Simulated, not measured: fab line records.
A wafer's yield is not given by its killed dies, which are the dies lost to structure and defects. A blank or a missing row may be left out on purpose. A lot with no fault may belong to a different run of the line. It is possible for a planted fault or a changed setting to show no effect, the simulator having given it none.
A single fault, viewed from 2 desks / flow n5Finfet / numbers are kept per desk, each desk with only its own; the story behind them comes last

== FROM THE METROLOGY DESK ==
What the gauges read, lot by lot, whatever tool the lot ran on: means of the sampled wafers that have a number. The brackets show how far a lot's mean lies from the usual mean; more than 4 standard deviations puts the lot out of limits, marked OUT.
Columns: A = M6_THK at N5_BEOL_M6_THK_MEAS_53, usual 80.5 nm; B = M6_RS at N5_BEOL_M6_RS_MEAS_57, usual 0.287 ohm/sq
lot=L429; first seen here=day 9 02:46; A=80.4; B=0.289
lot=L440; first seen here=day 11 22:37; A=81.3; B=0.287
lot=L442; first seen here=day 12 03:05; A=81.8; B=0.281
lot=L441; first seen here=day 12 04:34; A=80.5; B=0.287
lot=L445; first seen here=day 13 05:38; A=76.5; B=0.302
lot=L448; first seen here=day 14 09:20; A=80.3; B=0.284
lot=L451; first seen here=day 15 00:12; A=79.9; B=0.291
Result from this desk: across the 7 lots, nothing is out of limits.

== AT THE TOOL OWNER'S DESK: pecvd-01 ==
The tool's own readings at N5_BEOL_M6_DEP_56 (deposits SiCN from 3MS/NH3, target thk 10 nm, time 17.5 s): means of the sampled wafers that have a number, for each lot that ran on this tool. The brackets show how far a lot's mean lies from the usual mean; more than 4 standard deviations puts the lot out of limits, marked OUT.
Columns: A = showerheadPlenumPTorr at N5_BEOL_M6_DEP_56, usual 3.657 Torr; B = throttleValvePct at N5_BEOL_M6_DEP_56, usual 8.9 %
lot=L429; first seen here=day 9 02:49; A=3.655; B=8.4
lot=L440; first seen here=day 11 22:42; A=3.646; B=8.8
lot=L442; first seen here=day 12 03:08; A=3.652; B=8.3
lot=L441; first seen here=day 12 04:39; A=3.657; B=8.5
lot=L451; first seen here=day 15 00:16; A=3.650; B=9.1
Result from this desk: across the 5 lots, nothing is out of limits.

== BROUGHT TOGETHER ==
The metrology desk saw nothing out of limits.
Nothing out of limits was seen by the tool owner's desk.

== WHAT THE SIMULATOR HAD INSERTED ==
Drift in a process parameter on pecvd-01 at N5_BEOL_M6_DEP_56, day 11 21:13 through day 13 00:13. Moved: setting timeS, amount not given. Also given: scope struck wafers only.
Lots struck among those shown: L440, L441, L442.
